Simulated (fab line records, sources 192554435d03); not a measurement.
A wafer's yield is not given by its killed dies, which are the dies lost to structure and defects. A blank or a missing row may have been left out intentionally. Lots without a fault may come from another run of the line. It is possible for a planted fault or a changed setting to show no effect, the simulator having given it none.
Matching of chambers -- flow n5Finfet -- N5_BEOL_M4_ETCH_77 on rieDiel-05 has 4 sister chambers
The step etches underlayer in N2/H2, target depth 6.5 nm, time 5.2 s. 8 wafers are shown with their chamber, then 9 later ones without.

## EACH WAFER AND ITS CHAMBER
wafer,chamber,drypumpMotorCurrentA (A),throttleValvePct (%)
L079.1,1,6.1,17.95
L079.4,3,6.1,18.01
L079.5,1,6.1,17.95
L082.2,2,5.9,17.50
L082.6,0,5.5,17.90
L085.3,0,5.6,17.90
L085.5,3,6.1,18.06
L085.6,2,5.9,17.53

## WAFERS WITHOUT THEIR CHAMBER
wafer,drypumpMotorCurrentA (A),throttleValvePct (%)
L089.1,5.9,17.53
L089.2,5.5,17.92
L089.4,6.1,18.03
L092.3,6.1,18.01
L092.4,6.1,18.05
L092.5,5.6,17.92
L097.1,5.6,17.94
L097.2,6.1,18.09
L097.4,6.1,18.01

## WHICH CHAMBER EACH ONE RAN IN
wafer,from the rows above,in truth
L089.1,2,2
L089.2,0,0
L089.4,3,3
L092.3,can't be placed: 3 or 1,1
L092.4,3,3
L092.5,0,0
L097.1,0,0
L097.2,3,3
L097.4,can't be placed: 3 or 1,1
7 of 9 placed correctly. Can't be placed from these rows: 2 (the true chamber is among the candidates in 2). Placed wrongly: 0.
How it was worked out, from the rows above alone: a wafer's distance from a chamber is the root of the sum, over the readings, of the square of ((its reading less the chamber's mean) divided by the reading's scatter). If the next closest chamber is less than 2 further off than the closest, the wafer can't be placed; otherwise it belongs to the closest. A chamber's mean is the mean of its shown wafers. The scatter: take each reading less its chamber's mean, square it, sum over the shown wafers, divide by the number of wafers less the number of chambers, and take the root.
